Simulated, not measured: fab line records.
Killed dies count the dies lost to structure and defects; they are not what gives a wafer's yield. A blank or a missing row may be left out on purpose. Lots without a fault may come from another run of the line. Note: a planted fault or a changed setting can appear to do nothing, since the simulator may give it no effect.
fab line records -- flow n5-finfet
record: lots: 24, wafers: 72, last-day: 18
route steps=1938 shown BEOL_M2@877
lots with no fault: from the same line, run without faults
start-h: the number of hours between the record's first day and the start of the first shown wafer of the lot -- wait-h: hours since the lot's step before -- " the same as in the row above -- L1.1+2: a single row standing in for several wafers -- - no value present, or no start provided -- * or withheld: withheld -- < > ~ a bound
route shown NAME@n: a module of which the file shows steps, and the number in the route of the first -- usual: the fault-free wafers' mean and standard deviation -- same: alike in all rows -- chamber/n: place in a boat -- sites: per-site readings -- _std_site: standard deviation of those values -- _edge_site: mean of outer sites minus mean of inner sites -- radius-mm: for every site, how far away it sits from the centre of the wafer -- mask NAME#n: copy n -- behind: the tool/chamber that last shaped the wafer -- hold: cause of the lot's hold/its duration in hours/its outcome -- device: which transistor (n, p or np) failed to switch -- end of line: the route-end tests of the same wafers -- for a step that has no rows: nothing shown but its recipe -- killed: count of dies lost to structure and defects at first sort (not the wafer's yield) -- map: a wafer's dies, x killed, . not, _ none there
set.NAME: the run value of the setting; set.NAME@STEP: its run value at that earlier step -- model.NAME: the simulator's own value behind a step, which no gauge read
steps of the route over a sample of lots; a table a step, a row a wafer
services: a tool's chamber out of use, with start hour (start-h, from the record's first day; less than 0 if before it), hours out, and reason
== steps ==
step: N5_BEOL_M2_OVL_MEAS_29
recipe: points-per-wafer: 522
usual: V1_OVL: 0.5/0.69
lot.wafer,tool,chamber,start-h,wait-h,V1_OVL[nm]
L074.4,overlay-01,0,133.33,0.0,-0.1
L074.5,overlay-01,0,133.33,0.0,1.0
L074.6,overlay-01,0,133.33,0.0,-0.7
L075.2,overlay-02,0,140.40,0.0,1.7
L075.4,overlay-02,0,140.40,0.0,1.2
L075.6,overlay-02,0,140.40,0.0,1.2
L076.2,overlay-01,0,148.26,0.0,1.5
L076.3,overlay-01,0,148.26,0.0,1.1
L076.5,overlay-01,0,148.26,0.0,0.6
L077.1,overlay-02,0,151.43,0.0,1.1
L077.2,overlay-02,0,151.43,0.0,1.5
L077.5,overlay-02,0,151.43,0.0,1.5
L078.2,overlay-01,0,157.91,0.0,0.3
L078.5,overlay-01,0,157.91,0.0,1.6
L078.6,overlay-01,0,157.91,0.0,1.2
L079.3,overlay-02,0,183.55,0.0,0.2
L079.4,overlay-02,0,183.55,0.0,0.4
L079.5,overlay-02,0,183.55,0.0,0.3
L081.2,overlay-01,0,191.03,0.0,0.5
L081.4,overlay-01,0,191.03,0.0,0.4
L081.5,overlay-01,0,191.03,0.0,1.4
L082.1,overlay-02,0,193.33,0.0,-0.8
L082.3,overlay-02,0,193.33,0.0,-0.7
L082.5,overlay-02,0,193.33,0.0,-0.9
L080.2,overlay-02,0,194.07,0.0,0.3
L080.5,overlay-02,0,194.07,0.0,1.5
L080.6,overlay-02,0,194.07,0.0,0.9
L085.1,overlay-01,0,199.22,0.0,-0.7
L085.2,overlay-01,0,199.22,0.0,0.1
L085.6,overlay-01,0,199.22,0.0,1.1
L083.1,overlay-02,0,200.32,0.0,0.4
L083.3,overlay-02,0,200.32,0.0,0.6
L083.4,overlay-02,0,200.32,0.0,-0.4
L084.2,overlay-01,0,207.76,0.0,0.2
L084.4,overlay-01,0,207.76,0.0,0.5
L084.6,overlay-01,0,207.76,0.0,-0.2
L086.3,overlay-02,0,210.73,0.0,0.7
L086.4,overlay-02,0,210.73,0.0,0.2
L086.5,overlay-02,0,210.73,0.0,-0.2
L087.3,overlay-02,0,210.93,0.0,0.1
L087.4,overlay-02,0,210.93,0.0,0.5
L087.5,overlay-02,0,210.93,0.0,0.5
L088.2,overlay-01,0,218.75,0.0,0.4
L088.4,overlay-01,0,218.75,0.0,1.1
L088.5,overlay-01,0,218.75,0.0,-0.1
L089.2,overlay-01,0,227.65,0.0,1.1
L089.3,overlay-01,0,227.65,0.0,1.1
L089.5,overlay-01,0,227.65,0.0,1.5
L090.3,overlay-02,0,239.24,0.0,1.1
L090.4,overlay-02,0,239.24,0.0,-0.1
L090.5,overlay-02,0,239.24,0.0,0.4
L092.1,overlay-02,0,242.83,0.0,0.7
L092.2,overlay-02,0,242.83,0.0,1.0
L092.3,overlay-02,0,242.83,0.0,0.5
L091.1,overlay-02,0,246.99,0.0,0.8
L091.2,overlay-02,0,246.99,0.0,-0.8
L091.3,overlay-02,0,246.99,0.0,0.5
L093.2,overlay-02,0,250.26,0.0,-0.5
L093.3,overlay-02,0,250.26,0.0,0.4
L093.4,overlay-02,0,250.26,0.0,-0.2
L094.1,overlay-01,0,264.49,0.0,1.4
L094.5,overlay-01,0,264.49,0.0,0.9
L094.6,overlay-01,0,264.49,0.0,-0.3
L095.2,overlay-02,0,272.18,0.0,2.1
L095.3,overlay-02,0,272.18,0.0,1.3
L095.4,overlay-02,0,272.18,0.0,2.1
L097.2,overlay-02,0,276.53,0.0,0.0
L097.4,overlay-02,0,276.53,0.0,0.0
L097.5,overlay-02,0,276.53,0.0,0.9
L096.1,overlay-02,0,280.32,0.0,0.2
L096.2,overlay-02,0,280.32,0.0,0.4
L096.4,overlay-02,0,280.32,0.0,0.2
step: N5_BEOL_M2_INSPECT_30
recipe: mode: adi, inspect-instrument: brightfield
usual: raw-defect-count: 416/87
lot.wafer,tool,chamber,start-h,wait-h,raw-defect-count
L074.4,defect-inspect-01,-,133.38,0.0,331
L074.5,defect-inspect-01,-,133.38,0.0,553
L074.6,defect-inspect-01,-,133.38,0.0,432
L075.2,defect-inspect-02,-,140.45,0.0,568
L075.4,defect-inspect-02,-,140.45,0.0,615
L075.6,defect-inspect-02,-,140.45,0.0,375
L076.2,defect-inspect-01,-,148.32,0.0,495
L076.3,defect-inspect-01,-,148.32,0.0,363
L076.5,defect-inspect-01,-,148.32,0.0,572
L077.1,defect-inspect-02,-,151.49,0.1,421
L077.2,defect-inspect-02,-,151.49,0.1,402
L077.5,defect-inspect-02,-,151.49,0.1,417
L078.2,defect-inspect-02,-,157.96,0.0,398
L078.5,defect-inspect-02,-,157.96,0.0,508
L078.6,defect-inspect-02,-,157.96,0.0,711
L079.3,defect-inspect-01,-,183.60,0.0,272
L079.4,defect-inspect-01,-,183.60,0.0,375
L079.5,defect-inspect-01,-,183.60,0.0,330
L081.2,defect-inspect-02,-,191.08,0.0,334
L081.4,defect-inspect-02,-,191.08,0.0,442
L081.5,defect-inspect-02,-,191.08,0.0,456
L082.1,defect-inspect-02,-,193.39,0.1,442
L082.3,defect-inspect-02,-,193.39,0.1,542
L082.5,defect-inspect-02,-,193.39,0.1,469
L080.2,defect-inspect-01,-,194.12,0.0,416
L080.5,defect-inspect-01,-,194.12,0.0,379
L080.6,defect-inspect-01,-,194.12,0.0,438
L085.1,defect-inspect-02,-,199.28,0.1,408
L085.2,defect-inspect-02,-,199.28,0.1,553
L085.6,defect-inspect-02,-,199.28,0.1,702
L083.1,defect-inspect-01,-,200.38,0.1,342
L083.3,defect-inspect-01,-,200.38,0.1,426
L083.4,defect-inspect-01,-,200.38,0.1,410
L084.2,defect-inspect-02,-,207.83,0.1,443
L084.4,defect-inspect-02,-,207.83,0.1,397
L084.6,defect-inspect-02,-,207.83,0.1,484
L086.3,defect-inspect-02,-,210.78,0.0,365
L086.4,defect-inspect-02,-,210.78,0.0,417
L086.5,defect-inspect-02,-,210.78,0.0,458
L087.3,defect-inspect-02,-,210.98,0.0,476
L087.4,defect-inspect-02,-,210.98,0.0,449
L087.5,defect-inspect-02,-,210.98,0.0,356
L088.2,defect-inspect-02,-,218.80,0.0,520
L088.4,defect-inspect-02,-,218.80,0.0,536
L088.5,defect-inspect-02,-,218.80,0.0,394
L089.2,defect-inspect-01,-,227.70,0.0,313
L089.3,defect-inspect-01,-,227.70,0.0,421
L089.5,defect-inspect-01,-,227.70,0.0,410
L090.3,defect-inspect-01,-,239.30,0.1,410
L090.4,defect-inspect-01,-,239.30,0.1,494
L090.5,defect-inspect-01,-,239.30,0.1,427
L092.1,defect-inspect-01,-,242.88,0.1,266
L092.2,defect-inspect-01,-,242.88,0.1,311
L092.3,defect-inspect-01,-,242.88,0.1,269
L091.1,defect-inspect-02,-,247.05,0.1,324
L091.2,defect-inspect-02,-,247.05,0.1,219
L091.3,defect-inspect-02,-,247.05,0.1,477
L093.2,defect-inspect-02,-,250.31,0.0,509
L093.3,defect-inspect-02,-,250.31,0.0,536
L093.4,defect-inspect-02,-,250.31,0.0,371
L094.1,defect-inspect-01,-,264.55,0.1,430
L094.5,defect-inspect-01,-,264.55,0.1,483
L094.6,defect-inspect-01,-,264.55,0.1,558
L095.2,defect-inspect-01,-,272.23,0.0,388
L095.3,defect-inspect-01,-,272.23,0.0,297
L095.4,defect-inspect-01,-,272.23,0.0,340
L097.2,defect-inspect-01,-,276.58,0.0,508
L097.4,defect-inspect-01,-,276.58,0.0,301
L097.5,defect-inspect-01,-,276.58,0.0,536
L096.1,defect-inspect-02,-,280.38,0.1,367
L096.2,defect-inspect-02,-,280.38,0.1,388
L096.4,defect-inspect-02,-,280.38,0.1,289
step: N5_BEOL_M2_ALD_84
recipe: material: TaN, target-thk-a: *, temp-c: 275, ald-precursor-family: PDMAT, ald-co-reactant: NH3, pressure-torr: 3, carrier-flow-sccm: 1500, pulse-time-s: 2, purge-time-s: 3, co-reactant-purge-time-s: 2, co-reactant-pulse-time-s: 3, ald-cycles: 30, precursor-vessel-temp-c: 75, precursor-vessel-pressure-torr: 26.25, precursor-vessel-carrier-sccm: 1000
usual: heater-power-w: 420/38
lot.wafer,tool,chamber,start-h,wait-h,heater-power-w
L074.4,ald-metal-04,1,141.47,0.1,418
L074.5,ald-metal-04,0,141.47,0.1,434
L074.6,ald-metal-04,1,141.47,0.1,403
L075.2,ald-metal-02,2,146.33,0.2,405
L075.4,ald-metal-02,1,146.33,0.2,457
L075.6,ald-metal-02,0,146.33,0.2,399
L076.2,ald-metal-04,2,149.55,0.1,403
L076.3,ald-metal-04,1,149.55,0.1,411
L076.5,ald-metal-04,2,149.55,0.1,392
L077.1,ald-metal-02,1,152.74,0.1,461
L077.2,ald-metal-02,2,152.74,0.1,420
L077.5,ald-metal-02,3,152.74,0.1,426
L078.2,ald-metal-03,1,176.63,0.0,510
L078.5,ald-metal-03,3,176.63,0.0,458
L078.6,ald-metal-03,2,176.63,0.0,385
L079.3,ald-metal-02,1,189.74,0.0,456
L079.4,ald-metal-02,2,189.74,0.0,416
L079.5,ald-metal-02,0,189.74,0.0,386
L080.2,ald-metal-04,2,199.50,0.1,397
L080.5,ald-metal-04,1,199.50,0.1,394
L080.6,ald-metal-04,2,199.50,0.1,387
L081.2,ald-metal-02,2,199.84,0.0,413
L081.4,ald-metal-02,1,199.84,0.0,460
L081.5,ald-metal-02,0,199.84,0.0,393
L082.1,ald-metal-04,3,199.85,0.1,439
L082.3,ald-metal-04,0,199.85,0.1,436
L082.5,ald-metal-04,1,199.85,0.1,403
L085.1,ald-metal-04,3,206.15,0.0,429
L085.2,ald-metal-04,1,206.15,0.0,408
L085.6,ald-metal-04,3,206.15,0.0,436
L083.1,ald-metal-03,0,206.34,0.1,371
L083.3,ald-metal-03,1,206.34,0.1,501
L083.4,ald-metal-03,3,206.34,0.1,455
L084.2,ald-metal-02,1,210.45,0.0,459
L084.4,ald-metal-02,1,210.45,0.0,458
L084.6,ald-metal-02,2,210.45,0.0,415
L087.3,ald-metal-02,0,213.72,0.1,389
L087.4,ald-metal-02,0,213.72,0.1,394
L087.5,ald-metal-02,2,213.72,0.1,416
L086.3,ald-metal-03,0,213.85,0.2,371
L086.4,ald-metal-03,2,213.85,0.2,387
L086.5,ald-metal-03,2,213.85,0.2,373
L088.2,ald-metal-03,3,229.81,0.1,462
L088.4,ald-metal-03,2,229.81,0.1,371
L088.5,ald-metal-03,0,229.81,0.1,371
L089.2,ald-metal-03,3,237.94,0.0,464
L089.3,ald-metal-03,2,237.94,0.0,376
L089.5,ald-metal-03,1,237.94,0.0,512
L090.3,ald-metal-03,0,246.15,0.1,368
L090.4,ald-metal-03,2,246.15,0.1,390
L090.5,ald-metal-03,0,246.15,0.1,370
L092.1,ald-metal-04,2,249.97,0.1,400
L092.2,ald-metal-04,1,249.97,0.1,407
L092.3,ald-metal-04,3,249.97,0.1,431
L093.2,ald-metal-03,2,253.40,0.2,384
L093.3,ald-metal-03,3,253.40,0.2,465
L093.4,ald-metal-03,1,253.40,0.2,509
L091.1,ald-metal-03,0,258.57,0.0,374
L091.2,ald-metal-03,3,258.57,0.0,457
L091.3,ald-metal-03,2,258.57,0.0,382
L094.1,ald-metal-03,3,271.09,0.0,462
L094.5,ald-metal-03,0,271.09,0.0,369
L094.6,ald-metal-03,3,271.09,0.0,457
L095.2,ald-metal-04,2,274.76,0.1,385
L095.3,ald-metal-04,0,274.76,0.1,428
L095.4,ald-metal-04,1,274.76,0.1,406
L097.2,ald-metal-04,2,278.79,0.2,401
L097.4,ald-metal-04,0,278.79,0.2,441
L097.5,ald-metal-04,3,278.79,0.2,431
L096.1,ald-metal-02,3,284.86,0.2,420
L096.2,ald-metal-02,0,284.86,0.2,380
L096.4,ald-metal-02,2,284.86,0.2,417
step: N5_BEOL_M2_SPUTTER_88
recipe: material: Cu, target-thk-a: 45, temp-c: -20, chamber-pressure-pa: 0.07, power-w: withheld, time-s: 8.29
usual: chamber-pressure-pa: 0.07003/0.00014, throttle-valve-pct: 29.7/1.2
lot.wafer,tool,chamber,start-h,wait-h,chamber-pressure-pa,throttle-valve-pct
L074.4,pvd-sputter-03,-,142.93,0.1,0.07032,30.2
L074.5,pvd-sputter-03,-,142.93,0.1,0.07018,30.7
L074.6,pvd-sputter-03,-,142.93,0.1,0.06991,27.8
L075.2,pvd-sputter-03,-,147.84,0.1,0.07,30.8
L075.4,pvd-sputter-03,-,147.84,0.1,0.07008,30.4
L075.6,pvd-sputter-03,-,147.84,0.1,0.07,27.9
L076.2,pvd-sputter-01,-,151.08,0.1,0.07002,29.5
L076.3,pvd-sputter-01,-,151.08,0.1,0.06982,28.5
L076.5,pvd-sputter-01,-,151.08,0.1,0.06981,28.1
L077.1,pvd-sputter-01,-,154.38,0.1,0.06998,28.2
L077.2,pvd-sputter-01,-,154.38,0.1,0.06997,28.5
L077.5,pvd-sputter-01,-,154.38,0.1,0.07002,31.1
L078.2,pvd-sputter-01,-,179.75,0.1,0.07005,30.9
L078.5,pvd-sputter-01,-,179.75,0.1,0.07005,30.8
L078.6,pvd-sputter-01,-,179.75,0.1,0.07004,28.4
L079.3,pvd-sputter-03,-,191.59,0.1,0.07027,30.4
L079.4,pvd-sputter-03,-,191.59,0.1,0.07,27.9
L079.5,pvd-sputter-03,-,191.59,0.1,0.0698,31.0
L080.2,pvd-sputter-02,-,201.01,0.1,0.07002,29.1
L080.5,pvd-sputter-02,-,201.01,0.1,0.06998,29.0
L080.6,pvd-sputter-02,-,201.01,0.1,0.06991,30.6
L081.2,pvd-sputter-01,-,201.28,0.1,0.06976,29.8
L081.4,pvd-sputter-01,-,201.28,0.1,0.0701,28.3
L081.5,pvd-sputter-01,-,201.28,0.1,0.07002,30.6
L082.1,pvd-sputter-03,-,201.56,0.1,0.07014,30.1
L082.3,pvd-sputter-03,-,201.56,0.1,0.07025,30.7
L082.5,pvd-sputter-03,-,201.56,0.1,0.07011,30.2
L085.1,pvd-sputter-01,-,207.59,0.1,0.06998,29.8
L085.2,pvd-sputter-01,-,207.59,0.1,0.06983,31.0
L085.6,pvd-sputter-01,-,207.59,0.1,0.07005,28.2
L083.1,pvd-sputter-02,-,208.25,0.1,0.07021,31.3
L083.3,pvd-sputter-02,-,208.25,0.1,0.06999,31.2
L083.4,pvd-sputter-02,-,208.25,0.1,0.07,28.3
L084.2,pvd-sputter-01,-,211.83,0.1,0.07,28.5
L084.4,pvd-sputter-01,-,211.83,0.1,0.07012,30.0
L084.6,pvd-sputter-01,-,211.83,0.1,0.07012,28.0
L087.3,pvd-sputter-03,-,215.22,0.1,0.07004,30.0
L087.4,pvd-sputter-03,-,215.22,0.1,0.06984,28.0
L087.5,pvd-sputter-03,-,215.22,0.1,0.07012,30.2
L086.3,pvd-sputter-02,-,217.01,0.1,0.07009,29.0
L086.4,pvd-sputter-02,-,217.01,0.1,0.07003,31.1
L086.5,pvd-sputter-02,-,217.01,0.1,0.06998,30.8
L088.2,pvd-sputter-02,-,231.33,0.1,0.07006,27.9
L088.4,pvd-sputter-02,-,231.33,0.1,0.07004,31.0
L088.5,pvd-sputter-02,-,231.33,0.1,0.06994,30.8
L089.2,pvd-sputter-02,-,240.17,0.1,0.07032,28.0
L089.3,pvd-sputter-02,-,240.17,0.1,0.0702,30.8
L089.5,pvd-sputter-02,-,240.17,0.1,0.07008,30.9
L090.3,pvd-sputter-02,-,247.75,0.1,0.0701,27.9
L090.4,pvd-sputter-02,-,247.75,0.1,0.07035,31.1
L090.5,pvd-sputter-02,-,247.75,0.1,0.06971,29.0
L092.1,pvd-sputter-02,-,251.61,0.1,0.07033,28.2
L092.2,pvd-sputter-02,-,251.61,0.1,0.06966,29.1
L092.3,pvd-sputter-02,-,251.61,0.1,0.06999,31.0
L093.2,pvd-sputter-02,-,256.47,0.1,0.06994,28.2
L093.3,pvd-sputter-02,-,256.47,0.1,0.07015,31.5
L093.4,pvd-sputter-02,-,256.47,0.1,0.07013,30.9
L091.1,pvd-sputter-02,-,260.01,0.1,0.07005,28.1
L091.2,pvd-sputter-02,-,260.01,0.1,0.06994,31.0
L091.3,pvd-sputter-02,-,260.01,0.1,0.07008,28.9
L094.1,pvd-sputter-01,-,272.73,0.1,0.07011,28.1
L094.5,pvd-sputter-01,-,272.73,0.1,0.07018,28.2
L094.6,pvd-sputter-01,-,272.73,0.1,0.06974,29.6
L095.2,pvd-sputter-02,-,276.17,0.1,0.07012,28.8
L095.3,pvd-sputter-02,-,276.17,0.1,0.07011,30.7
L095.4,pvd-sputter-02,-,276.17,0.1,0.06992,31.2
L097.2,pvd-sputter-03,-,280.12,0.1,0.06998,30.3
L097.4,pvd-sputter-03,-,280.12,0.1,0.06982,28.2
L097.5,pvd-sputter-03,-,280.12,0.1,0.07027,30.3
L096.1,pvd-sputter-02,-,286.40,0.1,0.07022,29.2
L096.2,pvd-sputter-02,-,286.40,0.1,0.06996,31.1
L096.4,pvd-sputter-02,-,286.40,0.1,0.06991,28.0
step: N5_BEOL_M2_ANNEAL_91
recipe: temp-c: 400, time-s: 240, ambient: vacuum
usual: heater-power-w: 857/110
lot.wafer,tool,chamber,start-h,wait-h,heater-power-w
L074.4,pvd-sputter-03,-,143.23,0.0,919
L074.5,pvd-sputter-03,-,143.23,0.0,861
L074.6,pvd-sputter-03,-,143.23,0.0,727
L075.2,pvd-sputter-03,-,148.14,0.0,785
L075.4,pvd-sputter-03,-,148.14,0.0,883
L075.6,pvd-sputter-03,-,148.14,0.0,732
L076.2,pvd-sputter-01,-,151.38,0.0,820
L076.3,pvd-sputter-01,-,151.38,0.0,914
L076.5,pvd-sputter-01,-,151.38,0.0,837
L077.1,pvd-sputter-01,-,154.68,0.0,837
L077.2,pvd-sputter-01,-,154.68,0.0,885
L077.5,pvd-sputter-01,-,154.68,0.0,939
L078.2,pvd-sputter-01,-,180.05,0.0,906
L078.5,pvd-sputter-01,-,180.05,0.0,957
L078.6,pvd-sputter-01,-,180.05,0.0,855
L079.3,pvd-sputter-03,-,191.89,0.0,867
L079.4,pvd-sputter-03,-,191.89,0.0,746
L079.5,pvd-sputter-03,-,191.89,0.0,779
L080.2,pvd-sputter-02,-,201.31,0.0,701
L080.5,pvd-sputter-02,-,201.31,0.0,688
L080.6,pvd-sputter-02,-,201.31,0.0,802
L081.2,pvd-sputter-01,-,201.58,0.0,785
L081.4,pvd-sputter-01,-,201.58,0.0,843
L081.5,pvd-sputter-01,-,201.58,0.0,955
L082.1,pvd-sputter-03,-,201.86,0.0,877
L082.3,pvd-sputter-03,-,201.86,0.0,782
L082.5,pvd-sputter-03,-,201.86,0.0,892
L085.1,pvd-sputter-01,-,207.89,0.0,815
L085.2,pvd-sputter-01,-,207.89,0.0,959
L085.6,pvd-sputter-01,-,207.89,0.0,874
L083.1,pvd-sputter-02,-,208.55,0.0,927
L083.3,pvd-sputter-02,-,208.55,0.0,784
L083.4,pvd-sputter-02,-,208.55,0.0,1038
L084.2,pvd-sputter-01,-,212.13,0.0,911
L084.4,pvd-sputter-01,-,212.13,0.0,804
L084.6,pvd-sputter-01,-,212.13,0.0,829
L087.3,pvd-sputter-03,-,215.52,0.0,889
L087.4,pvd-sputter-03,-,215.52,0.0,741
L087.5,pvd-sputter-03,-,215.52,0.0,911
L086.3,pvd-sputter-02,-,217.31,0.0,694
L086.4,pvd-sputter-02,-,217.31,0.0,913
L086.5,pvd-sputter-02,-,217.31,0.0,787
L088.2,pvd-sputter-02,-,231.63,0.0,1069
L088.4,pvd-sputter-02,-,231.63,0.0,775
L088.5,pvd-sputter-02,-,231.63,0.0,795
L089.2,pvd-sputter-02,-,240.47,0.0,1055
L089.3,pvd-sputter-02,-,240.47,0.0,783
L089.5,pvd-sputter-02,-,240.47,0.0,806
L090.3,pvd-sputter-02,-,248.05,0.0,1107
L090.4,pvd-sputter-02,-,248.05,0.0,925
L090.5,pvd-sputter-02,-,248.05,0.0,688
L092.1,pvd-sputter-02,-,251.91,0.0,1074
L092.2,pvd-sputter-02,-,251.91,0.0,694
L092.3,pvd-sputter-02,-,251.91,0.0,768
L093.2,pvd-sputter-02,-,256.77,0.0,1095
L093.3,pvd-sputter-02,-,256.77,0.0,915
L093.4,pvd-sputter-02,-,256.77,0.0,784
L091.1,pvd-sputter-02,-,260.31,0.0,1067
L091.2,pvd-sputter-02,-,260.31,0.0,902
L091.3,pvd-sputter-02,-,260.31,0.0,687
L094.1,pvd-sputter-01,-,273.03,0.0,849
L094.5,pvd-sputter-01,-,273.03,0.0,849
L094.6,pvd-sputter-01,-,273.03,0.0,779
L095.2,pvd-sputter-02,-,276.47,0.0,735
L095.3,pvd-sputter-02,-,276.47,0.0,777
L095.4,pvd-sputter-02,-,276.47,0.0,922
L097.2,pvd-sputter-03,-,280.42,0.0,903
L097.4,pvd-sputter-03,-,280.42,0.0,744
L097.5,pvd-sputter-03,-,280.42,0.0,903
L096.1,pvd-sputter-02,-,286.70,0.0,687
L096.2,pvd-sputter-02,-,286.70,0.0,755
L096.4,pvd-sputter-02,-,286.70,0.0,1044
step: N5_BEOL_M2_CMP_52
recipe: stop-on: SiOC, t-overpolish-s: 6.8, down-force-psi: 1, platen-rpm: 50, clearing-platen-down-force-psi: 1.5, clearing-platen-rpm: 50, post-cmp-clean: cu-alkaline, target-thk-nm: 40, clearing-platen-pad-velocity-m-s: 0.99484, pad-velocity-m-s: 0.99484
usual: barrier-field-endpoint-s: 24.7/0.58, motor-current-A: 6.4/0.99, overpolish-run-s: 6.801/0.0093, slurry-filter-dp-kPa: 13.49/0.13, time-to-endpoint-s: 62.5/2.7
lot.wafer,tool,chamber,start-h,wait-h,barrier-field-endpoint-s,motor-current-A,overpolish-run-s,slurry-filter-dp-kPa,time-to-endpoint-s
L074.4,cmp-01,2,144.31,0.1,25.4,7.7,6.813,13.39,62.2
L074.6,cmp-01,2,144.31,0.1,25.4,7.9,6.798,13.31,63.2
L074.5,cmp-01,3,144.31,0.1,25.4,6.5,6.794,13.43,63.4
L075.4,cmp-03,3,149.25,0.2,24.3,6.6,6.810,13.53,59.4
L075.2,cmp-03,0,149.25,0.2,24.0,5.6,6.801,13.49,58.2
L075.6,cmp-03,3,149.25,0.2,24.7,6.2,6.805,13.69,60.2
L076.3,cmp-02,0,152.46,0.2,24.7,4.3,6.810,13.49,64.0
L076.2,cmp-02,2,152.46,0.2,24.7,6.5,6.798,13.50,64.6
L076.5,cmp-02,1,152.46,0.2,24.7,6.1,6.808,13.48,60.1
L077.2,cmp-01,3,155.94,0.3,24.2,6.6,6.793,13.36,61.5
L077.1,cmp-01,0,155.94,0.3,24.4,6.4,6.799,13.35,59.4
L077.5,cmp-01,1,155.94,0.3,24.6,7.6,6.795,13.69,64.4
L078.2,cmp-01,0,181.22,0.3,23.6,6.4,6.808,13.49,60.2
L078.5,cmp-01,2,181.22,0.3,24.5,8.0,6.803,13.59,60.4
L078.6,cmp-01,3,181.22,0.3,24.6,6.6,6.794,13.37,64.4
L079.3,cmp-02,3,193.05,0.3,24.5,5.5,6.802,13.31,62.1
L079.4,cmp-02,0,193.05,0.3,25.5,4.8,6.787,13.34,65.0
L079.5,cmp-02,1,193.05,0.3,25.3,6.2,6.786,13.41,63.5
L080.2,cmp-01,2,202.56,0.4,24.2,8.1,6.790,13.33,58.3
L080.6,cmp-01,0,202.56,0.4,23.9,6.5,6.808,13.34,56.5
L080.5,cmp-01,1,202.56,0.4,24.2,7.4,6.808,13.52,59.8
L081.4,cmp-01,3,202.71,0.2,25.5,6.4,6.798,13.17,62.8
L081.2,cmp-01,0,202.71,0.2,25.3,6.7,6.803,13.26,59.4
L081.5,cmp-01,0,202.71,0.2,25.0,6.7,6.814,13.41,60.0
L082.1,cmp-01,0,202.94,0.3,23.8,6.2,6.792,13.43,61.8
L082.3,cmp-01,3,202.94,0.3,24.2,6.7,6.839,13.54,64.2
L082.5,cmp-01,1,202.94,0.3,24.2,7.3,6.800,13.54,62.7
L085.1,cmp-02,2,209.22,0.5,25.1,6.0,6.805,13.53,66.8
L085.2,cmp-02,3,209.22,0.5,24.1,5.7,6.795,13.63,59.9
L085.6,cmp-02,2,209.22,0.5,25.3,6.2,6.791,13.28,64.3
L083.3,cmp-02,2,209.82,0.4,25.4,6.0,6.807,13.61,65.5
L083.4,cmp-02,3,209.82,0.4,25.5,5.8,6.806,13.32,64.5
L083.1,cmp-02,1,209.82,0.4,25.3,6.2,6.801,13.30,64.7
L084.4,cmp-01,1,213.20,0.1,24.2,7.7,6.797,13.59,62.9
L084.2,cmp-01,3,213.20,0.1,24.0,6.7,6.797,13.51,63.0
L084.6,cmp-01,1,213.20,0.1,24.7,7.5,6.799,13.67,61.7
L087.3,cmp-03,3,216.66,0.2,23.4,6.5,6.805,13.67,56.3
L087.4,cmp-03,0,216.66,0.2,24.1,5.1,6.810,13.38,56.4
L087.5,cmp-03,2,216.66,0.2,25.1,4.6,6.799,13.32,63.7
L086.3,cmp-02,1,218.38,0.2,25.1,6.3,6.804,13.57,63.3
L086.4,cmp-02,0,218.38,0.2,25.8,4.9,6.807,13.54,67.2
L086.5,cmp-02,2,218.38,0.2,26.5,6.4,6.791,13.40,69.2
L088.2,cmp-01,3,232.99,0.2,24.9,6.2,6.798,13.35,62.9
L088.4,cmp-01,1,232.99,0.2,24.5,7.2,6.792,13.64,63.5
L088.5,cmp-01,0,232.99,0.2,24.6,6.8,6.798,13.77,61.0
L089.2,cmp-03,0,241.76,0.2,23.9,5.4,6.805,13.65,59.1
L089.3,cmp-03,3,241.76,0.2,24.6,6.7,6.794,13.57,56.3
L089.5,cmp-03,0,241.76,0.2,24.5,5.4,6.812,13.44,60.1
L090.4,cmp-02,0,249.13,0.1,25.1,4.6,6.797,13.37,62.3
L090.3,cmp-02,3,249.13,0.1,23.8,5.2,6.800,13.63,58.5
L090.5,cmp-02,1,249.13,0.1,24.8,6.0,6.820,13.50,60.6
L092.2,cmp-01,2,253.29,0.2,26.0,7.8,6.796,13.48,65.7
L092.1,cmp-01,3,253.29,0.2,24.6,6.8,6.798,13.50,67.2
L092.3,cmp-01,0,253.29,0.2,24.6,6.8,6.795,13.73,61.3
L093.3,cmp-01,3,257.88,0.2,24.3,6.2,6.798,13.35,62.5
L093.4,cmp-01,0,257.88,0.2,24.1,6.8,6.801,13.54,60.5
L093.2,cmp-01,1,257.88,0.2,24.7,7.5,6.797,13.61,62.1
L091.2,cmp-01,0,261.39,0.2,25.0,6.4,6.804,13.34,62.3
L091.1,cmp-01,1,261.39,0.2,25.0,7.8,6.821,13.70,64.1
L091.3,cmp-01,3,261.39,0.2,24.8,6.6,6.797,13.43,63.0
L094.1,cmp-02,3,274.11,0.3,24.7,5.6,6.808,13.43,61.5
L094.6,cmp-02,3,274.11,0.3,24.1,5.8,6.792,13.66,59.9
L094.5,cmp-02,0,274.11,0.3,25.3,4.8,6.822,13.62,67.6
L095.2,cmp-03,2,277.55,0.2,23.7,4.3,6.807,13.62,64.2
L095.4,cmp-03,0,277.55,0.2,24.4,5.2,6.794,13.56,63.5
L095.3,cmp-03,1,277.55,0.2,24.3,6.4,6.795,13.64,62.8
L097.2,cmp-03,2,281.58,0.3,24.6,4.5,6.796,13.62,63.1
L097.4,cmp-03,3,281.58,0.3,24.4,6.3,6.795,13.50,62.4
L097.5,cmp-03,1,281.58,0.3,25.0,5.8,6.795,13.52,64.3
L096.4,cmp-01,3,287.78,0.1,25.4,6.2,6.798,13.51,65.5
L096.1,cmp-01,0,287.78,0.1,24.7,6.8,6.818,13.74,62.5
L096.2,cmp-01,1,287.78,0.1,24.9,7.4,6.788,13.38,68.9
== services ==
tool,chamber,start-h,hours,kind
cmp-03,-,128.46,4.0,pm
pvd-sputter-03,-,137.72,2.9,repair
cmp-01,-,149.02,0.2,repair
cmp-01,-,161.62,0.5,repair
pvd-sputter-03,-,164.10,7.1,repair
ald-metal-04,1,168.48,2.2,repair
cmp-01,-,171.43,1.2,repair
cmp-02,-,172.72,1.7,repair
ald-metal-04,3,175.80,1.5,repair
ald-metal-03,-,187.71,1.8,repair
cmp-03,-,189.88,1.2,repair
ald-metal-02,3,197.98,17.2,repair
cmp-03,-,199.47,10.9,pm
cmp-01,-,203.68,4.0,pm
cmp-03,-,217.35,4.0,repair
ald-metal-02,1,219.92,10.1,repair
ald-metal-02,-,224.23,4.3,pm
cmp-03,-,227.05,4.2,repair
cmp-02,-,236.73,2.3,repair
ald-metal-03,1,258.07,3.2,repair
cmp-02,-,263.21,4.0,pm
ald-metal-04,-,263.89,0.7,repair
cmp-02,-,267.21,-,consumable-replace:conditioner
ald-metal-03,-,274.25,28.1,pm
== key ==
fault none
